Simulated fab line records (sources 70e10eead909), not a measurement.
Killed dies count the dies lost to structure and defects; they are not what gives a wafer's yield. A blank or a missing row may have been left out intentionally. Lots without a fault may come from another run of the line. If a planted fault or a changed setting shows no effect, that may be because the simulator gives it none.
What tool caused it? + flow nand-harc + 24 lots, 72 wafers sampled, at 6 steps of a route of 1302

## WHAT THE GAUGES READ, wafer by wafer
NHARC_P_M2_INSPECT_27. Usual: 314 for raw-defect-count, sd 140.
| lot  | measured     | on                | raw-defect-count | flag |
|------|--------------|-------------------|------------------|------|
| L074 | day 6 11:53  | defect-inspect-02 | 341 330 274      |      |
| L075 | day 7 01:44  | defect-inspect-01 | 134 174 161      |      |
| L076 | day 7 12:52  | defect-inspect-02 | 408 338 262      |      |
| L077 | day 7 20:21  | defect-inspect-02 | 312 251 369      |      |
| L079 | day 8 14:50  | defect-inspect-01 | 485 321 494      |      |
| L078 | day 8 15:10  | defect-inspect-02 | 344 219 290      |      |
| L080 | day 9 08:38  | defect-inspect-02 | 459 363 320      |      |
| L081 | day 9 14:22  | defect-inspect-02 | 263 184 141      |      |
| L082 | day 9 20:59  | defect-inspect-01 | 259 259 226      |      |
| L083 | day 10 07:26 | defect-inspect-02 | 207 163 180      |      |
| L084 | day 11 00:45 | defect-inspect-01 | 417 208 354      |      |
| L085 | day 11 06:10 | defect-inspect-02 | 366 484 523      |      |
| L086 | day 11 10:18 | defect-inspect-02 | 266 325 216      |      |
| L087 | day 11 17:11 | defect-inspect-01 | 288 398 232      |      |
| L089 | day 12 12:59 | defect-inspect-01 | 500 364 481      |      |
| L088 | day 12 13:58 | defect-inspect-02 | 315 751 592      |      |
| L090 | day 13 05:05 | defect-inspect-02 | 451 531 403      |      |
| L091 | day 13 13:08 | defect-inspect-02 | 450 474 384      |      |
| L092 | day 14 06:02 | defect-inspect-02 | 207 175 196      |      |
| L093 | day 14 06:47 | defect-inspect-02 | 231 387 349      |      |
| L094 | day 14 21:17 | defect-inspect-01 | 227 535 253      |      |
| L095 | day 15 10:02 | defect-inspect-02 | 197 126 146      |      |
| L096 | day 15 18:50 | defect-inspect-01 | 222 294 238      |      |
| L097 | day 16 03:28 | defect-inspect-01 | 204 313 265      |      |

NHARC_P_BONDPAD_THK_MEAS_33: measures by ellipsometry. Usual: 199.5 nm for thk-nm, sd 1.6.
| lot  | measured     | on            | thk-nm (nm)       | flag |
|------|--------------|---------------|-------------------|------|
| L074 | day 6 13:16  | film-metro-01 | 198.1 200.3 199.2 |      |
| L075 | day 7 02:56  | film-metro-02 | 198.7 200.2 198.4 |      |
| L076 | day 7 14:05  | film-metro-02 | 202.2 202.4 201.4 |      |
| L077 | day 7 21:34  | film-metro-02 | 199.4 198.8 197.3 |      |
| L079 | day 8 16:04  | film-metro-01 | 198.6 196.1 197.9 |      |
| L078 | day 8 16:23  | film-metro-02 | 203.0 203.6 203.7 |      |
| L080 | day 9 09:53  | film-metro-01 | 199.3 199.3 201.6 |      |
| L081 | day 9 15:35  | film-metro-02 | 201.0 201.2 199.2 |      |
| L082 | day 9 22:13  | film-metro-01 | 199.0 198.5 200.4 |      |
| L083 | day 10 08:39 | film-metro-01 | 199.9 200.7 198.8 |      |
| L084 | day 11 01:56 | film-metro-01 | 199.3 199.3 198.9 |      |
| L085 | day 11 07:23 | film-metro-01 | 199.1 197.5 195.2 |      |
| L086 | day 11 11:31 | film-metro-02 | 198.7 197.6 201.3 |      |
| L087 | day 11 18:23 | film-metro-01 | 198.8 197.8 199.0 |      |
| L089 | day 12 14:23 | film-metro-01 | 202.2 199.9 199.7 |      |
| L088 | day 12 15:10 | film-metro-02 | 199.7 197.1 198.4 |      |
| L090 | day 13 06:17 | film-metro-02 | 199.8 199.3 195.3 |      |
| L091 | day 13 14:21 | film-metro-02 | 199.6 200.8 202.0 |      |
| L092 | day 14 07:14 | film-metro-01 | 200.5 200.3 198.6 |      |
| L093 | day 14 07:59 | film-metro-02 | 199.4 200.2 198.5 |      |
| L094 | day 14 22:31 | film-metro-01 | 199.0 196.8 198.5 |      |
| L095 | day 15 11:14 | film-metro-02 | 199.1 200.7 199.1 |      |
| L096 | day 15 20:03 | film-metro-02 | 200.3 199.8 199.5 |      |
| L097 | day 16 04:41 | film-metro-01 | 199.8 199.6 199.2 |      |

NHARC_P_BONDPAD_OVL_MEAS_38. Usual: overlay-x-nm 0 nm, standard deviation 4.7; overlay-y-nm -1 nm, standard deviation 7.4.
| lot  | measured     | on         | overlay-x-nm (nm) | overlay-y-nm (nm) | flag |
|------|--------------|------------|-------------------|-------------------|------|
| L074 | day 6 13:55  | overlay-01 | 2 1 1             | 5 5 5             |      |
| L075 | day 7 03:27  | overlay-01 | -8 -7 -7          | -13 -13 -13       |      |
| L076 | day 7 14:37  | overlay-01 | -2 -2 -2          | -1 -1 -1          |      |
| L077 | day 7 22:06  | overlay-02 | 11 11 10          | 3 3 4             |      |
| L079 | day 8 16:43  | overlay-02 | -7 -6 -6          | -14 -14 -14       |      |
| L078 | day 8 17:02  | overlay-02 | -2 -2 -2          | -2 -3 -2          |      |
| L080 | day 9 10:32  | overlay-02 | 2 2 1             | 11 11 11          |      |
| L081 | day 9 16:14  | overlay-01 | 1 1 1             | 4 4 4             |      |
| L082 | day 9 22:52  | overlay-02 | -3 -3 -3          | -5 -6 -5          |      |
| L083 | day 10 09:19 | overlay-02 | 1 1 0             | 1 1 1             |      |
| L084 | day 11 02:35 | overlay-01 | -2 -2 -3          | 0 0 0             |      |
| L085 | day 11 08:02 | overlay-02 | 6 6 6             | 3 3 3             |      |
| L086 | day 11 12:11 | overlay-02 | 0 0 1             | -5 -5 -5          |      |
| L087 | day 11 19:03 | overlay-01 | 6 6 6             | 9 9 8             |      |
| L089 | day 12 15:02 | overlay-01 | 1 1 1             | 9 10 9            |      |
| L088 | day 12 15:49 | overlay-02 | 2 1 2             | -16 -16 -15       |      |
| L090 | day 13 06:57 | overlay-01 | 0 0 0             | -5 -5 -5          |      |
| L091 | day 13 14:53 | overlay-02 | 1 2 1             | 7 7 7             |      |
| L092 | day 14 07:46 | overlay-02 | 8 8 7             | 9 9 9             |      |
| L093 | day 14 08:38 | overlay-02 | 0 0 -1            | 1 1 2             |      |
| L094 | day 14 23:10 | overlay-01 | 2 1 2             | -4 -4 -5          |      |
| L095 | day 15 11:53 | overlay-01 | -1 -1 -1          | -4 -4 -4          |      |
| L096 | day 15 20:35 | overlay-01 | 1 1 1             | -6 -6 -6          |      |
| L097 | day 16 05:20 | overlay-01 | -12 -12 -12       | -8 -8 -8          |      |

## TOOL THAT RAN EACH LOT (tool first, then ch and the chambers of the sampled wafers, then the start)
| lot  | NHARC_P_M1_PVD_20                       | NHARC_P_M2_ETCH_28                            | NHARC_P_M2_PVD_20                       |
|------|-----------------------------------------|-----------------------------------------------|-----------------------------------------|
| L074 | pvd-sputter-03, day 6 09:50 or earlier  | rie-diel-12 ch 1,2, day 6 09:50               | pvd-sputter-01, day 6 11:53 or earlier  |
| L075 | pvd-sputter-01, day 7 01:44 or earlier  | rie-diel-12 ch 1,2,3, day 7 01:44 or earlier  | pvd-sputter-01, day 7 01:44 or earlier  |
| L076 | pvd-sputter-01, day 7 12:52 or earlier  | rie-diel-12 ch 1,2, day 7 12:52 or earlier    | pvd-sputter-01, day 7 12:52 or earlier  |
| L077 | pvd-sputter-01, day 7 20:21 or earlier  | rie-diel-06 ch 0,1,3, day 7 20:21 or earlier  | pvd-sputter-03, day 7 20:21 or earlier  |
| L079 | pvd-sputter-01, day 8 14:50 or earlier  | rie-diel-03 ch 0,1,2, day 8 14:50 or earlier  | pvd-sputter-03, day 8 14:50 or earlier  |
| L078 | pvd-sputter-02, day 8 15:10 or earlier  | rie-diel-12 ch 1,3, day 8 15:10 or earlier    | pvd-sputter-01, day 8 15:10 or earlier  |
| L080 | pvd-sputter-01, day 9 08:38 or earlier  | rie-diel-03 ch 1,2, day 9 08:38 or earlier    | pvd-sputter-02, day 9 08:38 or earlier  |
| L081 | pvd-sputter-03, day 9 14:22 or earlier  | rie-diel-06 ch 0,1,3, day 9 14:22 or earlier  | pvd-sputter-01, day 9 14:22 or earlier  |
| L082 | pvd-sputter-01, day 9 20:59 or earlier  | rie-diel-12 ch 0,1,3, day 9 20:59 or earlier  | pvd-sputter-01, day 9 20:59 or earlier  |
| L083 | pvd-sputter-02, day 10 07:26 or earlier | rie-diel-03 ch 1,3, day 10 07:26 or earlier   | pvd-sputter-02, day 10 07:26 or earlier |
| L084 | pvd-sputter-02, day 11 00:45 or earlier | rie-diel-12 ch 0,3, day 11 00:45 or earlier   | pvd-sputter-03, day 11 00:45 or earlier |
| L085 | pvd-sputter-03, day 11 06:10 or earlier | rie-diel-12 ch 0,2, day 11 06:10 or earlier   | pvd-sputter-01, day 11 06:10 or earlier |
| L086 | pvd-sputter-03, day 11 10:18 or earlier | rie-diel-12 ch 1,2,3, day 11 10:18 or earlier | pvd-sputter-03, day 11 10:18 or earlier |
| L087 | pvd-sputter-01, day 11 17:11 or earlier | rie-diel-03 ch 0,1, day 11 17:11 or earlier   | pvd-sputter-03, day 11 17:11 or earlier |
| L089 | pvd-sputter-01, day 12 12:59 or earlier | rie-diel-06 ch 0,2,3, day 12 12:59 or earlier | pvd-sputter-02, day 12 12:59 or earlier |
| L088 | pvd-sputter-02, day 12 13:58 or earlier | rie-diel-06 ch 0,1, day 12 13:58 or earlier   | pvd-sputter-03, day 12 13:58 or earlier |
| L090 | pvd-sputter-03, day 13 05:05 or earlier | rie-diel-03 ch 1,2, day 13 05:05 or earlier   | pvd-sputter-03, day 13 05:05 or earlier |
| L091 | pvd-sputter-02, day 13 13:08 or earlier | rie-diel-06 ch 0,1,3, day 13 13:08 or earlier | pvd-sputter-03, day 13 13:08 or earlier |
| L092 | pvd-sputter-03, day 14 06:02 or earlier | rie-diel-03 ch 0,1,2, day 14 06:02 or earlier | pvd-sputter-01, day 14 06:02 or earlier |
| L093 | pvd-sputter-01, day 14 06:47 or earlier | rie-diel-06 ch 0,1, day 14 06:47 or earlier   | pvd-sputter-02, day 14 06:47 or earlier |
| L094 | pvd-sputter-01, day 14 21:17 or earlier | rie-diel-03 ch 0,2,3, day 14 21:17 or earlier | pvd-sputter-03, day 14 21:17 or earlier |
| L095 | pvd-sputter-01, day 15 10:02 or earlier | rie-diel-06 ch 0,1, day 15 10:02 or earlier   | pvd-sputter-02, day 15 10:02 or earlier |
| L096 | pvd-sputter-02, day 15 18:50 or earlier | rie-diel-03 ch 1,2, day 15 18:50 or earlier   | pvd-sputter-02, day 15 18:50 or earlier |
| L097 | pvd-sputter-02, day 16 03:28 or earlier | rie-diel-03 ch 1,3, day 16 03:28 or earlier   | pvd-sputter-01, day 16 03:28 or earlier |
- NHARC_P_M1_PVD_20: deposits TaN, target thk 5 nm, time 8.06 s.
- NHARC_P_M2_ETCH_28: etches the open film in CF4/N2, target depth 30 nm, time 72.99 s.
- NHARC_P_M2_PVD_20: deposits TaN, target thk 5 nm, time 8.06 s.

## AS READ BY THE TOOLS THEMSELVES (means over the sampled wafers that have a number; for cases with no such wafer, the mark the record gives instead)
NHARC_P_M1_PVD_20. Usual: 30.0 % for throttle-valve-pct, sd 0.82.
| lot  | tool           | throttle-valve-pct (%) | flag |
|------|----------------|------------------------|------|
| L074 | pvd-sputter-03 | 28.6                   |      |
| L075 | pvd-sputter-01 | 30.3                   |      |
| L076 | pvd-sputter-01 | 30.3                   |      |
| L077 | pvd-sputter-01 | 30.3                   |      |
| L079 | pvd-sputter-01 | 30.4                   |      |
| L078 | pvd-sputter-02 | 29.5                   |      |
| L080 | pvd-sputter-01 | 30.4                   |      |
| L081 | pvd-sputter-03 | 29.6                   |      |
| L082 | pvd-sputter-01 | 30.2                   |      |
| L083 | pvd-sputter-02 | 30.2                   |      |
| L084 | pvd-sputter-02 | 30.7                   |      |
| L085 | pvd-sputter-03 | 28.5                   |      |
| L086 | pvd-sputter-03 | 29.4                   |      |
| L087 | pvd-sputter-01 | 30.0                   |      |
| L089 | pvd-sputter-01 | 30.5                   |      |
| L088 | pvd-sputter-02 | 30.9                   |      |
| L090 | pvd-sputter-03 | 29.7                   |      |
| L091 | pvd-sputter-02 | 30.1                   |      |
| L092 | pvd-sputter-03 | 29.5                   |      |
| L093 | pvd-sputter-01 | 30.1                   |      |
| L094 | pvd-sputter-01 | 30.1                   |      |
| L095 | pvd-sputter-01 | 30.2                   |      |
| L096 | pvd-sputter-02 | 30.1                   |      |
| L097 | pvd-sputter-02 | 30.3                   |      |

NHARC_P_M2_ETCH_28. Usual: drypump-motor-current-A 5.5 A, standard deviation 0.5; oes-product-au 0.999 a.u., standard deviation 0.01; rf-vpp-V 314.5 V, standard deviation 2.1; showerhead-plenum-p-Torr 2.65 Torr, standard deviation 0.12; throttle-valve-pct 19.794 %, standard deviation 0.0084.
| lot  | tool        | drypump-motor-current-A (A) | oes-product-au (a.u.) | rf-vpp-V (V) | showerhead-plenum-p-Torr (Torr) | throttle-valve-pct (%) | flag |
|------|-------------|-----------------------------|-----------------------|--------------|---------------------------------|------------------------|------|
| L074 | rie-diel-12 | 6.1                         | 1.008                 | 315.7        | 2.71                            | 19.793                 |      |
| L075 | rie-diel-12 | 5.7                         | 1.008                 | 314.8        | 2.70                            | 19.793                 |      |
| L076 | rie-diel-12 | 6.1                         | 1.003                 | 316.0        | 2.71                            | 19.795                 |      |
| L077 | rie-diel-06 | 5.9                         | 1.001                 | 312.7        | 2.54                            | 19.800                 |      |
| L079 | rie-diel-03 | 5.1                         | 0.994                 | 315.6        | 2.71                            | 19.791                 |      |
| L078 | rie-diel-12 | 5.4                         | 0.999                 | 316.1        | 2.77                            | 19.792                 |      |
| L080 | rie-diel-03 | 5.1                         | 0.998                 | 315.3        | 2.65                            | 19.793                 |      |
| L081 | rie-diel-06 | 5.9                         | 0.997                 | 312.4        | 2.54                            | 19.794                 |      |
| L082 | rie-diel-12 | 5.8                         | 1.002                 | 316.2        | 2.75                            | 19.792                 |      |
| L083 | rie-diel-03 | 5.0                         | 0.993                 | 314.1        | 2.63                            | 19.798                 |      |
| L084 | rie-diel-12 | 5.7                         | 0.996                 | 315.9        | 2.73                            | 19.788                 |      |
| L085 | rie-diel-12 | 5.9                         | 0.998                 | 315.1        | 2.66                            | 19.794                 |      |
| L086 | rie-diel-12 | 5.7                         | 1.001                 | 316.0        | 2.70                            | 19.787                 |      |
| L087 | rie-diel-03 | 5.1                         | 0.979                 | 314.6        | 2.63                            | 19.804                 |      |
| L089 | rie-diel-06 | 5.8                         | 1.003                 | 313.0        | 2.55                            | 19.795                 |      |
| L088 | rie-diel-06 | 5.6                         | 1.009                 | 314.9        | 2.60                            | 19.787                 |      |
| L090 | rie-diel-03 | 5.1                         | 0.996                 | 314.9        | 2.72                            | 19.791                 |      |
| L091 | rie-diel-06 | 5.9                         | 1.003                 | 312.4        | 2.53                            | 19.795                 |      |
| L092 | rie-diel-03 | 5.1                         | 1.007                 | 314.8        | 2.71                            | 19.796                 |      |
| L093 | rie-diel-06 | 5.6                         | 0.984                 | 313.7        | 2.60                            | 19.792                 |      |
| L094 | rie-diel-03 | 5.0                         | 0.995                 | 315.1        | 2.74                            | 19.795                 |      |
| L095 | rie-diel-06 | 5.6                         | 0.998                 | 314.4        | 2.60                            | 19.793                 |      |
| L096 | rie-diel-03 | 5.1                         | 1.018                 | 314.2        | 2.64                            | 19.799                 |      |
| L097 | rie-diel-03 | 5.0                         | 1.006                 | 314.8        | 2.59                            | 19.794                 |      |

NHARC_P_M2_PVD_20. Usual: 29.9 % for throttle-valve-pct, sd 0.87.
| lot  | tool           | throttle-valve-pct (%) | flag |
|------|----------------|------------------------|------|
| L074 | pvd-sputter-01 | 30.5                   |      |
| L075 | pvd-sputter-01 | 30.4                   |      |
| L076 | pvd-sputter-01 | 30.5                   |      |
| L077 | pvd-sputter-03 | 29.4                   |      |
| L079 | pvd-sputter-03 | 29.6                   |      |
| L078 | pvd-sputter-01 | 30.2                   |      |
| L080 | pvd-sputter-02 | 30.3                   |      |
| L081 | pvd-sputter-01 | 30.3                   |      |
| L082 | pvd-sputter-01 | 30.4                   |      |
| L083 | pvd-sputter-02 | 29.8                   |      |
| L084 | pvd-sputter-03 | 28.8                   |      |
| L085 | pvd-sputter-01 | 30.4                   |      |
| L086 | pvd-sputter-03 | 29.0                   |      |
| L087 | pvd-sputter-03 | 29.6                   |      |
| L089 | pvd-sputter-02 | 30.0                   |      |
| L088 | pvd-sputter-03 | 29.1                   |      |
| L090 | pvd-sputter-03 | 29.8                   |      |
| L091 | pvd-sputter-03 | 30.4                   |      |
| L092 | pvd-sputter-01 | 29.9                   |      |
| L093 | pvd-sputter-02 | 29.9                   |      |
| L094 | pvd-sputter-03 | 29.7                   |      |
| L095 | pvd-sputter-02 | 30.2                   |      |
| L096 | pvd-sputter-02 | 30.3                   |      |
| L097 | pvd-sputter-01 | 30.4                   |      |

## THE ANSWER, worked out from the rows above alone
Rule: a lot counts as off when the mean over its wafers that have a number is more than 3 standard deviations away from the usual mean. Also off: a lot with no number at a reading for which 4 or more lots have one. Any other lot the step has rows for is counted as sound. Order of review: gauges by route order, followed by the tools' own readings, for which a lot's mean as printed above is used. At the first step where some lot is off, the reading lying furthest off is the one used; lots without a number count as furthest.
No lot is off at any reading shown: from this, nothing can be told.

## WHAT THE SIMULATOR PUT IN
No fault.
